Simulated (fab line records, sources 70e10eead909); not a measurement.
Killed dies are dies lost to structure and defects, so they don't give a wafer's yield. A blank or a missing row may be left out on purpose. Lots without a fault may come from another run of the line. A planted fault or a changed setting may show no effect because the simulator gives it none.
fab line records | flow nand_harc
record lots=12 wafers=36 last_day=33
route steps=1302 shown A_CONTACT@1056 A_BONDPAD@1220 HYBRID_BOND@1237 END@1302
lots that met no fault: from a run of the same line without faults
start_h: hours from the record's first day to the start of the lot's first wafer shown | wait_h: hours since the lot's step before | " the same as in the row above | L1.1+2: a row that stands for several wafers | - no value, or no start given | * or withheld: withheld | < > ~ a bound
route shown NAME@n: a module of which the file shows steps, and the number in the route of the first | usual: mean/standard deviation of fault-free wafers | same: alike in all rows | chamber/n: place in a boat | sites: the reading at each site | _std_site: their standard deviation | _edge_site: outer sites' mean less inner sites' | radius_mm: how far each site lies from the wafer's centre | mask NAME#n: copy n | behind: the tool/chamber that last shaped the wafer | hold: why the lot was held/for how many hours/how that ended | device: the transistor (n, p or np) that didn't switch | end of line: the same wafers' tests at the end of the route | a step without rows: its recipe alone | killed: dies lost to structure and defects at the first sort, not the wafer's yield | map: a wafer's dies, x killed, . not, _ none there
set.NAME: the setting as run; set.NAME@STEP: as run at that earlier step | model.NAME: the simulator's own value behind a step, which no gauge read
steps of the route over a sample of lots; a table a step, a row a wafer
services: from which hour (start_h, from the record's first day; less than 0 if before it) a tool's chamber was out of use, for how many hours, and why
## steps
# step NHARC_A_CONTACT_ETCH_133
# recipe source_w=withheld pressure_mtorr=20 bias_v=400 time_s=374 target_depth_a=16100 ar_flow_sccm=withheld c4f8_flow_sccm=11.5 o2_flow_sccm=7.2 chemistry=C4F8/O2/Ar
# columns lot.wafer tool chamber start_h wait_h rf_hours_counter_h
L605.1 har_cap_etch-03 0 503.39 0.3 41
L605.3 " 0 " " -
L605.6 " 1 " " -
L606.2 har_cap_etch-03 1 521.58 0.1 45
L606.3 " 1 " " -
L606.4 " 0 " " -
L608.1 har_cap_etch-01 0 526.87 0.2 4
L608.4 " 0 " " -
L608.5 " 1 " " -
L610.2 har_cap_etch-01 0 543.51 0.1 8
L610.3 " 0 " " -
L610.5 " 0 " " -
L607.2 har_cap_etch-02 0 548.98 0.1 93
L607.1 " 1 " " 93
L607.3 " 1 " " -
L612.2 har_cap_etch-03 0 580.46 0.1 56
L612.1 " 1 " " 56
L612.5 " 1 " " -
L616.2 har_cap_etch-01 0 610.05 0.1 18
L616.5 " 0 " " -
L616.6 " 1 " " -
L617.2 har_cap_etch-01 1 632.43 0.1 21
L617.4 " 1 " " -
L617.5 " 0 " " -
L621.4 har_cap_etch-03 0 686.14 0.4 -
L621.6 " 1 " " -
L621.5 " 0 " " -
L627.1 har_cap_etch-02 1 718.67 0.2 124
L627.5 " 0 " " -
L627.6 " 1 " " -
L624.1 har_cap_etch-01 1 720.13 0.1 37
L624.5 " 1 " " -
L624.6 " 0 " " -
L628.1 har_cap_etch-03 1 733.08 0.1 84
L628.2 " 0 " " 84
L628.6 " 0 " " -
# step NHARC_A_BONDPAD_ETCH_12
# recipe target_depth_a=2200 time_s=110 chf3_flow_sccm=50 o2_flow_sccm=10 ar_flow_sccm=200 rf_w=500 bias_w=200 chemistry=CHF3/O2
# usual chf3_flow_sccm=49.99/0.16 drypump_motor_current_A=5.7/0.42 oes_product_au=0.939/0.018 rf_vpp_V=369.8/1.9 showerhead_plenum_p_Torr=2.36/0.086 throttle_valve_pct=20.571/0.0081
# columns lot.wafer tool chamber start_h wait_h chf3_flow_sccm drypump_motor_current_A oes_product_au rf_hours_counter_h rf_vpp_V showerhead_plenum_p_Torr throttle_valve_pct
L605.3 rie_diel-10 3 - - 49.95 5.4 0.928 3 368.2 2.27 20.572
L605.1 " 1 " " 49.98 5.6 0.947 2 370.5 2.38 20.580
L605.6 " 3 " " 50.18 5.4 0.931 - 367.6 2.27 20.570
L606.4 rie_diel-10 1 - - 49.85 5.6 0.938 2 369.4 2.38 20.566
L606.3 " 3 " " 49.67 5.4 0.937 3 368.6 2.27 20.560
L606.2 " 0 " " 49.69 5.9 0.938 3 368.1 2.31 20.563
L608.1 rie_diel-10 0 - - 49.93 5.9 0.924 3 369.6 2.30 20.579
L608.4 " 2 " " 49.83 5.7 0.944 3 370.9 2.40 20.582
L608.5 " 1 " " 49.80 5.6 0.938 - 369.4 2.38 20.573
L610.2 rie_diel-04 0 - - 49.71 6.8 0.931 6 374.0 2.59 20.578
L610.3 " 2 " " 50.03 5.7 0.933 3 372.5 2.50 20.570
L610.5 " 1 " " 49.96 5.1 0.933 - 370.0 2.37 20.572
L607.1 rie_diel-04 1 - - 50.03 5.1 0.921 3 370.0 2.37 20.575
L607.2 " 3 " " 50.17 6.3 0.931 6 371.1 2.42 20.566
L607.3 " 0 " " 50.01 6.8 0.921 6 373.6 2.59 20.573
L612.1 rie_diel-10 3 - - 50.02 5.4 0.961 0 369.7 2.27 20.562
L612.2 " 1 " " 50.05 5.6 0.984 0 369.2 2.38 20.578
L612.5 " 2 " " 49.96 5.7 0.978 - 371.9 2.40 20.586
L616.2 rie_diel-10 0 - - 49.99 5.9 0.970 1 368.1 2.30 20.578
L616.5 " 1 " " 49.93 5.6 0.966 - 369.6 2.38 20.583
L616.6 " 2 " " 49.89 5.7 0.955 - 370.2 2.40 20.580
L617.2 rie_diel-10 0 - - 49.97 5.9 0.913 2 368.3 2.30 20.573
L617.4 " 2 " " 50.18 5.7 0.925 2 369.8 2.39 20.562
L617.5 " 0 " " 50.07 5.9 0.912 - 367.7 2.30 20.573
L621.4 rie_diel-13 2 - - 50.07 5.7 0.983 3 367.1 2.25 20.574
L621.5 " 2 " " 50.13 5.7 0.973 - 367.1 2.25 20.570
L621.6 " 3 " " 50.01 5.0 0.960 - 370.8 2.45 20.570
L627.1 rie_diel-10 0 - - 49.63 5.9 0.912 4 369.3 2.30 20.560
L627.6 " 2 " " 49.83 5.7 0.932 - 370.8 2.39 20.564
L627.5 " 0 " " 49.88 5.9 0.921 - 369.8 2.30 20.571
L624.1 rie_diel-04 0 - - 50.04 6.8 0.927 3 374.3 2.58 20.577
L624.5 " 0 " " 50.00 6.8 0.925 - 374.4 2.58 20.571
L624.6 " 1 " " 50.16 5.1 0.931 - 371.6 2.37 20.561
L628.2 rie_diel-10 2 - - 50.12 5.6 0.957 5 370.6 2.39 20.575
L628.1 " 3 " " 50.03 5.4 0.964 5 367.6 2.27 20.571
L628.6 " 1 " " 50.00 5.6 0.969 - 369.8 2.37 20.572
# step NHARC_A_BONDPAD_PVD_17
# recipe target_thk_a=50 bias_v=168.6 power_w=15000 chamber_pressure_pa=0.12 time_s=8.06 substrate_temp_c=50 material=TaN
# usual throttle_valve_pct=30.3/0.68
# columns lot.wafer tool chamber start_h wait_h throttle_valve_pct
L605.1 pvd_sputter-01 - - - 30.3
L605.3 " - " " 31.1
L605.6 " - " " 30.3
L606.2 pvd_sputter-01 - - - 31.1
L606.3 " - " " 31.4
L606.4 " - " " 28.7
L608.4 pvd_sputter-03 - - - 30.0
L608.1 " - " " 31.1
L608.5 " - " " 30.2
L610.2 pvd_sputter-02 - - - 29.5
L610.3 " - " " 30.7
L610.5 " - " " 29.5
L607.1 pvd_sputter-03 - - - 30.9
L607.2 " - " " 30.5
L607.3 " - " " 30.0
L612.2 pvd_sputter-03 - - - 30.6
L612.1 " - " " 30.4
L612.5 " - " " 30.4
L616.2 pvd_sputter-01 - - - 30.4
L616.6 " - " " 28.6
L616.5 " - " " 31.3
L617.4 pvd_sputter-03 - - - 30.7
L617.2 " - " " 30.5
L617.5 " - " " 29.9
L621.4 pvd_sputter-02 - - - 29.9
L621.5 " - " " 29.4
L621.6 " - " " 30.2
L627.1 pvd_sputter-01 - - - 31.1
L627.5 " - " " 31.3
L627.6 " - " " 31.0
L624.1 pvd_sputter-01 - - - 30.6
L624.5 " - " " 31.3
L624.6 " - " " 30.8
L628.2 pvd_sputter-03 - - - 30.2
L628.1 " - " " 30.6
L628.6 " - " " 30.5
# step NHARC_HYBRID_BOND_ACTIVATE_00
# recipe time_s=60 n2_flow_sccm=200 ar_flow_sccm=0 bias_power_w=0 chemistry=N2
# usual drypump_motor_current_A=5.5/0.46 oes_product_au=1.000/0.0073 rf_vpp_V=64.3/0.99 showerhead_plenum_p_Torr=1.79/0.069
# columns lot.wafer tool chamber start_h wait_h drypump_motor_current_A oes_product_au rf_hours_counter_h rf_vpp_V showerhead_plenum_p_Torr
L605.3 rie_diel-06 1 533.26 0.1 5.6 0.994 4 65.3 1.81
L605.1 " 3 " " 5.8 0.992 3 65.1 1.71
L605.6 " 1 " " 5.6 0.996 - 64.6 1.81
L606.4 rie_diel-06 2 549.73 0.1 5.0 0.998 4 65.6 1.87
L606.2 " 3 " " 5.8 0.999 4 63.6 1.71
L606.3 " 1 " " 5.6 0.995 5 65.0 1.81
L608.1 rie_diel-12 2 555.64 0.1 6.4 1.014 34 62.7 1.67
L608.4 " 0 " " 5.0 0.996 31 65.8 1.91
L608.5 " 2 " " 6.4 1.015 - 65.0 1.67
L610.2 rie_diel-06 2 570.69 0.1 5.0 1.007 7 63.7 1.87
L610.3 " 3 " " 5.8 0.993 7 66.9 1.71
L610.5 " 0 " " 5.3 0.993 - 63.4 1.77
L607.1 rie_diel-06 3 576.78 0.1 5.7 1.008 7 65.1 1.71
L607.2 " 0 " " 5.3 0.994 7 64.0 1.77
L607.3 " 1 " " 5.6 0.997 7 64.4 1.81
L612.1 rie_diel-06 2 608.77 0.1 5.0 0.995 10 64.9 1.87
L612.2 " 1 " " 5.6 1.002 9 65.2 1.81
L612.5 " 3 " " 5.8 1.006 - 62.5 1.70
L616.2 rie_diel-12 3 643.33 0.1 6.3 1.001 2 64.0 1.85
L616.6 " 3 " " 6.2 0.992 - 64.2 1.85
L616.5 " 0 " " 5.0 1.010 - 65.8 1.90
L617.4 rie_diel-06 2 658.76 0.1 5.0 0.998 15 63.5 1.87
L617.2 " 3 " " 5.7 0.997 16 62.4 1.70
L617.5 " 3 " " 5.7 1.002 - 64.0 1.70
L621.4 rie_diel-06 3 715.86 0.1 5.7 1.001 4 63.2 1.70
L621.6 " 3 " " 5.7 0.981 - 64.1 1.70
L621.5 " 0 " " 5.3 1.000 - 63.9 1.77
L627.1 rie_diel-06 3 744.83 0.1 5.7 0.983 7 64.6 1.70
L627.5 " 2 " " 5.0 0.986 - 65.1 1.86
L627.6 " 3 " " 5.7 0.993 - 63.4 1.70
L624.1 rie_diel-06 1 746.74 0.1 5.6 0.997 7 63.3 1.80
L624.6 " 0 " " 5.3 1.016 - 66.0 1.77
L624.5 " 1 " " 5.6 0.996 - 63.3 1.80
L628.1 rie_diel-06 1 759.89 0.1 5.6 0.995 8 63.1 1.80
L628.2 " 2 " " 5.0 1.001 7 64.9 1.86
L628.6 " 0 " " 5.3 1.012 - 64.7 1.76
# step NHARC_END_SORT_01
# recipe temp_c=25
# usual killed_at_array=52/16 killed_at_other=0.8/1.1 killed_at_periphery=4.2/2.5 killed_dies=57/16 killed_open=3.4/2 killed_short=2.6/1.6
# same gross_dies=677
# columns lot.wafer tool chamber start_h wait_h killed_at_array killed_at_other killed_at_periphery killed_dies killed_open killed_short
L616.2 prober-01 0 669.38 2.8 131 0 1 132 2 2
L616.5 prober-01 0 671.79 3.7 134 3 4 141 2 1
L616.6 prober-01 0 672.59 4.0 58 0 9 67 4 2
L617.2 prober-02 0 691.62 2.9 71 1 1 73 4 2
L617.4 prober-02 0 693.23 3.4 77 0 3 80 4 4
L617.5 prober-02 0 694.04 3.7 159 0 2 161 1 3
# killed by level:class
L616.2 A_CONTACT:unspecified=86 A_SLIT:chamber_film_flake=21 A_CHANNEL_HOLE_D2:chamber_film_flake=11 A_CHANNEL_HOLE_D1:chamber_film_flake=3 A_WL_FILL:geometric_particle:short=2 A_STAIRCASE:chamber_film_flake=2 A_WL_FILL:chamber_film_flake=2 A_BLC:geometric_particle:open=1
L616.5 A_CONTACT:unspecified=89 A_SLIT:chamber_film_flake=23 A_CHANNEL_HOLE_D2:chamber_film_flake=11 P_CONTACT:chamber_film_flake=3 A_CHANNEL_HOLE_D1:chamber_film_flake=3 A_STAIRCASE:chamber_film_flake=3 THIN_TSV:chamber_film_flake=3 A_WL_FILL:geometric_particle:open=1
L616.6 A_SLIT:chamber_film_flake=33 A_CHANNEL_HOLE_D2:chamber_film_flake=7 A_STAIRCASE:chamber_film_flake=5 P_BONDPAD:chamber_film_flake=3 A_WL_FILL:chamber_film_flake=3 P_STI:chamber_film_flake=2 A_CHANNEL_HOLE_D1:chamber_film_flake=2 A_CONTACT:chamber_film_flake=2
L617.2 A_CHANNEL_HOLE_D1:chamber_film_flake=29 A_SLIT:chamber_film_flake=22 A_CHANNEL_HOLE_D2:chamber_film_flake=11 P_M0:geometric_particle:open=1 A_ONON_D2:geometric_particle:short=1 A_CHANNEL_HOLE_D2:geometric_particle:open=1 A_SGD_CUT:geometric_particle:short=1 A_CONTACT:geometric_particle:open=1
L617.4 A_SLIT:chamber_film_flake=25 A_CHANNEL_HOLE_D1:chamber_film_flake=25 A_CHANNEL_HOLE_D2:chamber_film_flake=9 A_STAIRCASE:chamber_film_flake=5 A_CONTACT:chamber_film_flake=5 P_CONTACT:chamber_film_flake=2 P_CONTACT:geometric_particle:open=1 A_SOURCE_PLATE:geometric_particle:open=1
L617.5 A_CONTACT:unspecified=88 A_SLIT:chamber_film_flake=29 A_CHANNEL_HOLE_D1:chamber_film_flake=22 A_CHANNEL_HOLE_D2:chamber_film_flake=12 A_CONTACT:chamber_film_flake=3 A_M0:geometric_particle:short=2 P_M0:geometric_particle:open=1 A_WL_FILL:geometric_particle:short=1
## services
# columns tool chamber start_h hours kind
rie_diel-06 - 484.29 9.0 pm
har_cap_etch-01 - 497.00 17.0 pm
pvd_sputter-03 - 509.83 10.9 repair
pvd_sputter-02 - 520.80 1.1 repair
rie_diel-04 - 532.01 9.0 pm
har_cap_etch-03 - 536.44 0.8 repair
rie_diel-04 2 541.95 6.8 repair
pvd_sputter-03 - 562.35 10.0 pm
rie_diel-12 3 581.97 1.5 repair
pvd_sputter-01 - 589.66 10.0 pm
rie_diel-10 - 596.69 9.0 pm
rie_diel-12 1 602.59 2.8 repair
rie_diel-04 3 614.29 2.4 repair
rie_diel-12 - 623.40 9.0 pm
pvd_sputter-02 - 642.37 10.0 pm
rie_diel-04 3 647.60 2.8 repair
rie_diel-06 2 659.73 17.2 repair
rie_diel-06 - 661.29 9.0 pm
rie_diel-10 1 668.32 2.8 repair
rie_diel-04 - 709.01 9.0 pm
rie_diel-04 1 729.15 1.3 repair
pvd_sputter-03 - 740.35 10.0 pm
rie_diel-10 1 742.06 1.3 repair
pvd_sputter-01 - 756.00 4.2 repair
## key
first_sign step=NHARC_END_SORT_01 reading=killed_at_array direction=up sigmas=5.6 usual=52 struck=141
effect step=NHARC_END_SORT_01 reading=killed_dies direction=up sigmas=5.4 usual=57 struck=145
more_kills_born_at NHARC_A_CONTACT_ETCH_133@har_cap_etch-01=262
met_at NHARC_A_CONTACT_ETCH_133
struck_lots L616,L617
struck_wafers L616.2,L616.5,L617.5
tester_left_out L616,L617
not_acting_at NHARC_A_BONDPAD_ETCH_12,NHARC_A_BONDPAD_PVD_17,NHARC_HYBRID_BOND_ACTIVATE_00
onset_between 543.51 610.05
fault kind=chamber_particle_source tool=har_cap_etch-01 chamber=0 onset_h=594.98 steps=NHARC_A_CONTACT_ETCH_133 rate_per_visit_cm2=0.83416 end_h=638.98
# tester_left_out: of these lots the tester's yield and bins aren't shown, on N5 and GAA mostly nor the transistor test; their killed dies are dies lost to structure and defects alone, not to doping, threshold or leakage, so they don't give the yield
